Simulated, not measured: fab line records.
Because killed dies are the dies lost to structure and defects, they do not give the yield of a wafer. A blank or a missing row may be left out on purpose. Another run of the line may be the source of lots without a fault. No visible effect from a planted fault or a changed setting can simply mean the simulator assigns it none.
fab line records	flow n5_finfet	part 1 of 2: steps 1 to 24 of 29
record lots=5	wafers=15	last_day=18
route steps=1938 shown MOL_CONTACT_COAG@550
lots that met no fault: taken from a fault-free run of the same line
start_h: start of the lot's first displayed wafer, in hours after the record's first day	wait_h: hours since the lot's step before	" identical to the entry in the row above	L1.1+2: one row covering several wafers at once	- no value, or no start was given	* or withheld: withheld	< > ~ a bound
route shown NAME@n: names a module that has steps shown in the file, with the first one's number in the route	usual: the fault-free wafers' mean and standard deviation	same: alike in all rows	chamber/n: place in a boat	sites: per-site readings	_std_site: the values' standard deviation	_edge_site: outer sites' mean less inner sites'	radius_mm: for every site, how far away it sits from the centre of the wafer	mask NAME#n: copy n	behind: the tool/chamber that last shaped the wafer	hold: reason for holding the lot/hours on hold/outcome of the hold	device: transistor that didn't switch, given as n, p or np	end of line: tests of these same wafers at the route's end	a step without rows: its recipe alone	killed: dies lost to structure and defects at the first sort, not the wafer's yield	map: a wafer's dies, x killed, . not, _ none there
set.NAME: the setting that was run; set.NAME@STEP: the one run at that earlier step	model.NAME: the simulator's own value behind a step, which no gauge read
lots at some steps of the route; a table a step, a row a wafer
services: a tool's chamber out of use, with start hour (start_h, from the record's first day; less than 0 if before it), hours out, and reason
## steps
# step N5_MOL_CONTACT_COAG_PRE_CLEAN_142
# recipe gas=H2/He	time_s=60	temp_c=300
# usual heater_power_w=448/40	susceptor_temp_C=299.99/0.19
lot.wafer	tool	chamber	start_h	wait_h	heater_power_w	susceptor_temp_C
L075.1	pvd_sputter-01	-	104.62	1.7	466	299.66
L075.3	"	-	"	"	407	300.08
L075.6	"	-	"	"	460	299.97
L076.1	pvd_sputter-03	-	109.16	2.7	395	299.96
L076.2	"	-	"	"	503	299.78
L076.3	"	-	"	"	444	299.82
L077.2	pvd_sputter-02	-	112.01	0.9	489	299.97
L077.3	"	-	"	"	412	300.10
L077.5	"	-	"	"	405	299.65
L084.1	pvd_sputter-03	-	155.22	2.3	509	299.95
L084.2	"	-	"	"	395	299.75
L084.3	"	-	"	"	495	300.12
L086.1	pvd_sputter-03	-	167.62	1.2	402	300.29
L086.2	"	-	"	"	434	300.18
L086.4	"	-	"	"	484	299.94
# step N5_MOL_CONTACT_COAG_SPUTTER_130
# recipe material=Co	target_thk_a=475	temp_c=25	chamber_pressure_pa=0.5	power_w=3000
# usual susceptor_temp_C=25.00/0.099	throttle_valve_pct=29.4/1
lot.wafer	tool	chamber	start_h	wait_h	susceptor_temp_C	throttle_valve_pct
L075.1	pvd_sputter-01	-	104.68	0.0	24.99	29.7
L075.3	"	-	"	"	24.90	31.3
L075.6	"	-	"	"	24.87	29.5
L076.1	pvd_sputter-03	-	109.22	0.0	25.11	28.2
L076.2	"	-	"	"	24.93	29.5
L076.3	"	-	"	"	25.05	29.2
L077.2	pvd_sputter-02	-	112.07	0.0	25.02	30.0
L077.3	"	-	"	"	24.86	28.5
L077.5	"	-	"	"	24.92	28.8
L084.1	pvd_sputter-03	-	155.28	0.0	25.02	28.8
L084.2	"	-	"	"	24.95	28.1
L084.3	"	-	"	"	25.15	29.1
L086.1	pvd_sputter-03	-	167.68	0.0	24.97	27.9
L086.2	"	-	"	"	24.88	29.3
L086.4	"	-	"	"	24.81	29.3
# step N5_MOL_CONTACT_COAG_PRECLEAN_125
# recipe chemistry=DIW	time_s=57.5	temp_c=23
lot.wafer	tool	chamber	start_h	wait_h
L075.1+3+6	wet_bench-06	6,2,7	104.81	0.1
L076.1+2+3	wet_bench-05	5,3,0	109.35	0.1
L077.2+3+5	wet_bench-03	2,7,3	112.20	0.1
L084.1+2+3	wet_bench-06	3,2,5	155.41	0.1
L086.1+2+4	wet_bench-06	5,2,0	167.81	0.1
# step N5_MOL_CONTACT_COAG_SRD_126
# recipe dry_time_s=32	dry=n2_spin	spin_rpm=1500
# same dry_time_s=32
lot.wafer	tool	chamber	start_h	wait_h
L075.1+3+6	wet_bench-06	6,2,7	104.83	0.0
L076.1+2+3	wet_bench-05	5,3,0	109.36	0.0
L077.2+3+5	wet_bench-03	2,7,3	112.22	0.0
L084.1+2+3	wet_bench-06	3,2,5	155.43	0.0
L086.1+2+4	wet_bench-06	5,2,0	167.83	0.0
# step N5_MOL_CONTACT_COAG_CMP_23
# recipe stop_on=SiO2	t_overpolish_s=1.5	post_cmp_clean=cu_alkaline	down_force_psi=2	platen_rpm=50.289	pad_velocity_m_s=1.0006	target_thk_nm=0
# usual motor_current_A=8.1/1	overpolish_run_s=1.500/0.0081	time_to_endpoint_s=9.6/2.1
lot.wafer	tool	chamber	start_h	wait_h	motor_current_A	overpolish_run_s	time_to_endpoint_s
L075.1	cmp-01	1	104.86	0.0	6.5	1.501	8.2
L075.3	"	2	"	"	9.3	1.496	8.5
L075.6	"	2	"	"	9.4	1.505	9.0
L076.2	cmp-01	2	109.40	0.0	8.8	1.497	8.1
L076.3	"	0	"	"	8.0	1.502	9.0
L076.1	"	1	"	"	5.9	1.506	8.6
L077.2	cmp-01	0	112.33	0.1	8.5	1.492	11.2
L077.3	"	1	"	"	6.0	1.505	9.6
L077.5	"	3	"	"	9.0	1.517	11.7
L084.1	cmp-01	3	155.46	0.0	9.4	1.503	9.5
L084.3	"	1	"	"	6.3	1.493	7.0
L084.2	"	2	"	"	9.3	1.495	11.1
L086.4	cmp-01	0	167.86	0.0	8.4	1.503	8.5
L086.2	"	1	"	"	6.3	1.486	8.9
L086.1	"	2	"	"	8.8	1.501	10.6
# step N5_MOL_CONTACT_COAG_WET_ETCH_26
# recipe target=Co	target_depth_nm=13
lot.wafer	tool	chamber	start_h	wait_h
L075.1+3+6	wet_bench-03	0,7,3	105.21	0.0
L076.1+2+3	wet_bench-06	6,1,2	109.75	0.0
L077.2+3+5	wet_bench-03	6,5,2	112.60	0.0
L084.1+2+3	wet_bench-06	0,1,2	155.81	0.0
L086.1+2+4	wet_bench-06	7,2,4	168.21	0.0
# step N5_MOL_CONTACT_COAG_WET_ETCH_116
# recipe chemistry=SC1-inhibited	target_depth_nm=4.6	dry=ipa_marangoni	rinse_time_s=30	rinse_temp_c=23
lot.wafer	tool	chamber	start_h	wait_h
L075.1+3+6	wet_bench-03	0,7,3	105.37	0.0
L076.1+2+3	wet_bench-06	6,1,2	109.90	0.0
L077.2+3+5	wet_bench-03	6,5,2	112.93	0.0
L084.1+2+3	wet_bench-06	0,1,2	155.96	0.0
L086.1+2+4	wet_bench-06	7,2,4	168.36	0.0
# step N5_MOL_CONTACT_COAG_ALD_27
# recipe material=SiOC	target_thk_a=170	temp_c=400	ald_precursor_family=carbosiloxane	ald_co_reactant=H2-plasma	pulse_time_s=1.5	time_s=2720	purge_time_s=2	co_reactant_purge_time_s=2	ald_cycles=340	pressure_torr=2
# usual heater_power_outer_w=518/55	heater_power_w=824/75	precursor_pulse_height_rel=0.999/0.021	susceptor_temp_C=400.04/0.22
lot.wafer	tool	chamber	start_h	wait_h	heater_power_outer_w	heater_power_w	precursor_pulse_height_rel	susceptor_temp_C
L075.1	ald_sin-02	3	105.96	0.3	506	809	1.019	400.15
L075.3	"	1	"	"	508	823	1.051	399.99
L075.6	"	2	"	"	478	812	0.979	399.96
L076.1	ald_sin-02	2	110.22	0.0	472	793	1.008	400.22
L076.2	"	3	"	"	507	780	1.001	400.13
L076.3	"	1	"	"	516	818	0.980	400.05
L077.2	ald_sin-02	2	113.59	0.0	456	803	1.017	399.78
L077.3	"	1	"	"	519	819	0.968	400.06
L077.5	"	1	"	"	503	812	0.983	400.06
L084.1	ald_sin-01	1	156.28	0.0	525	874	0.979	399.68
L084.2	"	2	"	"	632	973	0.993	400.15
L084.3	"	3	"	"	580	836	1.044	399.85
L086.1	ald_sin-04	2	168.69	0.0	480	751	1.000	399.72
L086.2	"	0	"	"	536	887	0.975	400.00
L086.4	"	3	"	"	630	974	0.978	400.02
# step N5_MOL_CONTACT_COAG_CMP_28
# recipe stop_on=SiNx	t_overpolish_s=0.85	post_cmp_clean=alkaline_brush	down_force_psi=4.15	platen_rpm=51.8	pad_velocity_m_s=1.0307	target_thk_nm=14.522
# usual motor_current_A=12.5/1.4	time_to_endpoint_s=5.3/2.1
lot.wafer	tool	chamber	start_h	wait_h	motor_current_A	time_to_endpoint_s
L075.1	cmp-01	1	107.53	0.8	9.7	6.4
L075.3	"	3	"	"	13.7	7.9
L075.6	"	1	"	"	9.6	5.1
L076.2	cmp-01	3	111.83	0.8	14.2	6.2
L076.1	"	0	"	"	12.1	6.0
L076.3	"	1	"	"	9.4	5.5
L077.3	cmp-03	3	115.16	0.8	13.4	8.6
L077.2	"	1	"	"	13.3	7.8
L077.5	"	0	"	"	11.8	7.5
L084.1	cmp-02	2	157.85	0.8	13.6	7.9
L084.3	"	0	"	"	12.4	11.1
L084.2	"	1	"	"	12.0	10.7
L086.1	cmp-03	3	170.25	0.8	12.7	4.5
L086.4	"	0	"	"	11.7	4.3
L086.2	"	1	"	"	12.2	2.6
# step N5_MOL_CONTACT_COAG_THK_MEAS_29
# recipe reads=SiNx_of_GATE_CUT_PECVD_57+SiNx_of_GATE_CUT_SAC_CAP_01
# usual MD_CAP_THK=17.94/0.075
lot.wafer	tool	chamber	start_h	wait_h	MD_CAP_THK[nm]
L075.1	film_metro-01	-	107.82	-	17.82
L075.3	"	-	"	"	17.90
L075.6	"	-	"	"	17.85
L076.1	film_metro-01	-	112.08	-	17.92
L076.2	"	-	"	"	17.84
L076.3	"	-	"	"	17.94
L077.2	film_metro-01	-	115.46	-	17.96
L077.3	"	-	"	"	18.00
L077.5	"	-	"	"	17.96
L084.1	film_metro-02	-	158.14	-	18.01
L084.2	"	-	"	"	17.99
L084.3	"	-	"	"	18.00
L086.1	film_metro-02	-	170.55	-	17.81
L086.2	"	-	"	"	17.86
L086.4	"	-	"	"	17.78
# step N5_MOL_CONTACT_COAG_ALD_123
# recipe material=SiNx	target_thk_a=50	temp_c=400	ald_precursor_family=SiH2I2	ald_co_reactant=N2/H2-plasma	pulse_time_s=1	purge_time_s=2	co_reactant_purge_time_s=2	ald_cycles=100	pressure_torr=2
# usual heater_power_outer_w=530/59	heater_power_w=835/85	precursor_pulse_height_rel=1.003/0.02	susceptor_temp_C=400.00/0.24
lot.wafer	tool	chamber	start_h	wait_h	heater_power_outer_w	heater_power_w	precursor_pulse_height_rel	susceptor_temp_C
L075.1	ald_sin-04	2	107.86	0.0	491	779	0.971	399.84
L075.3	"	0	"	"	549	862	0.988	400.23
L075.6	"	3	"	"	630	984	0.973	400.22
L076.1	ald_sin-04	2	112.12	0.0	501	774	1.056	399.70
L076.2	"	3	"	"	627	976	0.983	399.89
L076.3	"	0	"	"	544	873	1.032	399.82
L077.2	ald_sin-02	2	115.49	0.0	464	804	0.973	400.09
L077.3	"	1	"	"	520	813	1.023	399.99
L077.5	"	2	"	"	476	802	1.020	400.19
L084.1	ald_sin-02	3	158.18	0.0	513	779	1.000	400.04
L084.2	"	2	"	"	463	800	1.035	399.74
L084.3	"	0	"	"	486	771	0.972	399.75
L086.1	ald_sin-01	1	170.59	0.0	527	869	1.024	400.29
L086.2	"	2	"	"	635	991	0.997	399.90
L086.4	"	0	"	"	437	701	1.023	399.58
# step N5_MOL_CONTACT_COAG_PECVD_31
# recipe material=SiO2	target_thk_a=460	temp_c=400	precursor=TEOS/O2	pressure_torr=6.5	rf_w=withheld	teos_flow_sccm=withheld	gas=O2	flow_sccm=2650	time_s=8.9
# usual susceptor_temp_C=400.02/0.19
lot.wafer	tool	chamber	start_h	wait_h	susceptor_temp_C
L075.1	pecvd-01	2	108.36	0.3	399.73
L075.3	"	0	"	"	400.01
L075.6	"	2	"	"	399.99
L076.1	pecvd-01	2	112.64	0.3	399.79
L076.2	"	0	"	"	400.34
L076.3	"	1	"	"	400.11
L077.2	pecvd-04	0	116.00	0.3	399.66
L077.3	"	1	"	"	400.25
L077.5	"	1	"	"	400.18
L084.1	pecvd-04	1	158.69	0.3	399.93
L084.2	"	2	"	"	400.32
L084.3	"	2	"	"	400.43
L086.1	pecvd-01	2	171.09	0.3	400.05
L086.2	"	0	"	"	400.04
L086.4	"	0	"	"	400.31
# step N5_MOL_CONTACT_COAG_COAT_75
# recipe resist=SOC	temp_c=250	time_s=60	spin_rpm=1500	resist_thk_nm=60
# usual dispense_pressure_kPa=49/4	spin_speed_rpm=1499.9/1.1
lot.wafer	tool	chamber	start_h	wait_h	dispense_pressure_kPa	spin_speed_rpm
L075.1	litho_track-01	0	108.42	0.0	46	1499.4
L075.3	"	0	"	"	46	1498.1
L075.6	"	0	"	"	46	1500.3
L076.1	litho_track-04	0	112.69	0.0	49	1499.4
L076.2	"	0	"	"	49	1499.0
L076.3	"	0	"	"	49	1497.8
L077.2	litho_track-04	0	116.05	0.0	49	1498.9
L077.3	"	0	"	"	49	1501.0
L077.5	"	0	"	"	49	1500.3
L084.1	litho_track-04	0	158.76	0.1	49	1500.2
L084.2	"	0	"	"	49	1501.9
L084.3	"	0	"	"	49	1500.5
L086.1	litho_track-04	0	171.15	0.0	49	1499.7
L086.2	"	0	"	"	49	1499.1
L086.4	"	0	"	"	49	1498.9
# step N5_MOL_CONTACT_COAG_COAT_76
# recipe resist=SiARC	temp_c=220	time_s=60	spin_rpm=1500	resist_thk_nm=10
# usual dispense_pressure_kPa=49/4	spin_speed_rpm=1500.1/1
lot.wafer	tool	chamber	start_h	wait_h	dispense_pressure_kPa	spin_speed_rpm
L075.1	litho_track-01	0	-	-	46	1500.3
L075.3	"	0	"	"	46	1500.9
L075.6	"	0	"	"	46	1499.4
L076.1	litho_track-04	0	-	-	49	1500.2
L076.2	"	0	"	"	49	1498.6
L076.3	"	0	"	"	49	1497.9
L077.2	litho_track-04	0	-	-	49	1499.7
L077.3	"	0	"	"	49	1499.7
L077.5	"	0	"	"	49	1501.7
L084.1	litho_track-04	0	-	-	49	1501.5
L084.2	"	0	"	"	49	1501.4
L084.3	"	0	"	"	49	1499.6
L086.1	litho_track-04	0	-	-	49	1500.2
L086.2	"	0	"	"	49	1500.1
L086.4	"	0	"	"	49	1499.3
# step N5_MOL_CONTACT_COAG_COAT_77
# recipe resist=underlayer	temp_c=205	time_s=60	spin_rpm=1500	resist_thk_nm=10
# usual dispense_pressure_kPa=49/4	spin_speed_rpm=1500.3/1
lot.wafer	tool	chamber	start_h	wait_h	dispense_pressure_kPa	spin_speed_rpm
L075.1	litho_track-01	0	-	-	46	1500.1
L075.3	"	0	"	"	46	1502.2
L075.6	"	0	"	"	46	1500.6
L076.1	litho_track-04	0	-	-	49	1501.0
L076.2	"	0	"	"	49	1498.7
L076.3	"	0	"	"	49	1499.4
L077.2	litho_track-04	0	-	-	49	1501.3
L077.3	"	0	"	"	49	1501.8
L077.5	"	0	"	"	49	1501.9
L084.1	litho_track-04	0	-	-	49	1501.0
L084.2	"	0	"	"	49	1501.7
L084.3	"	0	"	"	49	1499.9
L086.1	litho_track-04	0	-	-	49	1499.1
L086.2	"	0	"	"	49	1499.9
L086.4	"	0	"	"	49	1498.7
# step N5_MOL_CONTACT_COAG_COAT_78
# recipe resist=CAR-EUV	spin_rpm=1500	resist_thk_nm=40
# usual dispense_pressure_kPa=49/4	spin_speed_rpm=1500.1/1.2
lot.wafer	tool	chamber	start_h	wait_h	dispense_pressure_kPa	spin_speed_rpm
L075.1	litho_track-01	0	-	-	46	1499.1
L075.3	"	0	"	"	46	1500.0
L075.6	"	0	"	"	46	1501.2
L076.1	litho_track-04	0	-	-	49	1500.4
L076.2	"	0	"	"	49	1500.6
L076.3	"	0	"	"	49	1501.9
L077.2	litho_track-04	0	-	-	49	1501.1
L077.3	"	0	"	"	49	1500.6
L077.5	"	0	"	"	49	1501.4
L084.1	litho_track-04	0	-	-	49	1501.3
L084.2	"	0	"	"	49	1501.4
L084.3	"	0	"	"	49	1499.8
L086.1	litho_track-04	0	-	-	49	1500.9
L086.2	"	0	"	"	49	1499.5
L086.4	"	0	"	"	49	1498.2
# step N5_MOL_CONTACT_COAG_EBR_80
# recipe solvent=PGMEA	ebr_width_mm=1.5
lot.wafer	tool	chamber	start_h	wait_h
L075.1+3+6	litho_track-01	0	-	-
L076.1+2+3	litho_track-04	0	-	-
L077.2+3+5	litho_track-04	0	-	-
L084.1+2+3	litho_track-04	0	-	-
L086.1+2+4	litho_track-04	0	-	-
# step N5_MOL_CONTACT_COAG_SOFTBAKE_79
# recipe temp_c=110	time_s=60	resist=CAR-EUV
lot.wafer	tool	chamber	start_h	wait_h
L075.1+3+6	litho_track-01	0	-	-
L076.1+2+3	litho_track-04	0	-	-
L077.2+3+5	litho_track-04	0	-	-
L084.1+2+3	litho_track-04	0	-	-
L086.1+2+4	litho_track-04	0	-	-
# step N5_MOL_CONTACT_COAG_EXPOSE_81
# recipe mask_id=VG	na=0.33	source_shape=annular	sigma_inner=0.3	sigma_outer=0.7	polarization=unpolarized	defocus_nm=0	dose_mj=59.5
# usual focus_offset_nm=0.0/0.53
lot.wafer	tool	chamber	start_h	wait_h	mask	focus_offset_nm
L075.1	euv_scanner-01	0	108.68	-	VG#0	0.2
L075.3	"	0	"	"	VG#0	0.6
L075.6	"	0	"	"	VG#0	0.6
L076.1	euv_scanner-01	0	112.83	-	VG#0	0.4
L076.2	"	0	"	"	VG#0	-0.5
L076.3	"	0	"	"	VG#0	-0.4
L077.2	euv_scanner-02	0	116.32	-	VG#0	-0.5
L077.3	"	0	"	"	VG#0	-0.7
L077.5	"	0	"	"	VG#0	-0.1
L084.1	euv_scanner-02	0	158.89	-	VG#0	0.1
L084.2	"	0	"	"	VG#0	0.1
L084.3	"	0	"	"	VG#0	-0.3
L086.1	euv_scanner-01	0	171.28	-	VG#0	-0.6
L086.2	"	0	"	"	VG#0	0.2
L086.4	"	0	"	"	VG#0	0.0
# step N5_MOL_CONTACT_COAG_PEB_82
# recipe peb_temp_c=100	peb_time_s=60	resist=CAR-EUV
lot.wafer	tool	chamber	start_h	wait_h
L075.1+3+6	litho_track-04	0	108.76	0.1
L076.1+2+3	litho_track-01	0	112.91	0.1
L077.2+3+5	litho_track-01	0	116.39	0.1
L084.1+2+3	litho_track-01	0	158.97	0.1
L086.1+2+4	litho_track-03	0	171.36	0.1
# step N5_MOL_CONTACT_COAG_DEVELOP_83
# recipe develop_time_s=30	developer=TMAH	resist=CAR-EUV	rinse_liquid=surfactant_rinse	dry=air_spin	dev_temp_c=23
# usual developer_temp_C=22.98/0.13
lot.wafer	tool	chamber	start_h	wait_h	developer_temp_C
L075.1	litho_track-04	0	-	-	22.95
L075.3	"	0	"	"	23.05
L075.6	"	0	"	"	23.01
L076.1	litho_track-01	0	-	-	22.97
L076.2	"	0	"	"	23.22
L076.3	"	0	"	"	23.02
L077.2	litho_track-01	0	-	-	22.91
L077.3	"	0	"	"	23.02
L077.5	"	0	"	"	22.79
L084.1	litho_track-01	0	-	-	22.85
L084.2	"	0	"	"	22.92
L084.3	"	0	"	"	22.93
L086.1	litho_track-03	0	-	-	23.00
L086.2	"	0	"	"	23.14
L086.4	"	0	"	"	23.02
# step N5_MOL_CONTACT_COAG_CD_MEAS_84
# recipe target_cd_nm=25.1	landing_energy_ev=500	detector=se_inlens	polarity=opening
# usual cd_nm=25.12/0.24
lot.wafer	tool	chamber	start_h	wait_h	cd_nm
L075.1	cd_sem-03	0	108.83	-	25.25
L075.3	"	0	"	"	25.18
L075.6	"	0	"	"	25.15
L076.1	cd_sem-01	0	112.97	-	25.07
L076.2	"	0	"	"	24.81
L076.3	"	0	"	"	24.81
L077.2	cd_sem-01	0	116.46	-	25.39
L077.3	"	0	"	"	25.01
L077.5	"	0	"	"	25.06
L084.1	cd_sem-03	0	159.04	-	24.79
L084.2	"	0	"	"	25.24
L084.3	"	0	"	"	25.30
L086.1	cd_sem-01	0	171.43	-	25.07
L086.2	"	0	"	"	25.18
L086.4	"	0	"	"	25.27
# step N5_MOL_CONTACT_COAG_OVL_MEAS_85
# recipe points_per_wafer=522
# usual VG_OVL=-0.3/0.82
lot.wafer	tool	chamber	start_h	wait_h	VG_OVL[nm]
L075.1	overlay-01	0	108.86	0.0	-0.3
L075.3	"	0	"	"	0.0
L075.6	"	0	"	"	0.0
L076.1	overlay-02	0	113.00	0.0	-0.6
L076.2	"	0	"	"	-0.5
L076.3	"	0	"	"	-0.5
L077.2	overlay-02	0	116.49	0.0	-0.5
L077.3	"	0	"	"	-0.5
L077.5	"	0	"	"	-0.7
L084.1	overlay-01	0	159.07	0.0	0.2
L084.2	"	0	"	"	1.3
L084.3	"	0	"	"	0.4
L086.1	overlay-02	0	171.46	0.0	-0.2
L086.2	"	0	"	"	-0.8
L086.4	"	0	"	"	-0.8
# step N5_MOL_CONTACT_COAG_INSPECT_57
# recipe mode=adi	inspect_instrument=brightfield
# usual raw_defect_count=196/50
lot.wafer	tool	chamber	start_h	wait_h	raw_defect_count
L075.1	defect_inspect-01	-	108.92	0.1	209
L075.3	"	-	"	"	197
L075.6	"	-	"	"	184
L076.1	defect_inspect-02	-	113.06	0.1	176
L076.2	"	-	"	"	186
L076.3	"	-	"	"	142
L077.2	defect_inspect-01	-	116.55	0.0	149
L077.3	"	-	"	"	168
L077.5	"	-	"	"	180
L084.1	defect_inspect-01	-	159.13	0.1	223
L084.2	"	-	"	"	171
L084.3	"	-	"	"	156
L086.1	defect_inspect-02	-	171.51	0.1	252
L086.2	"	-	"	"	325
L086.4	"	-	"	"	236
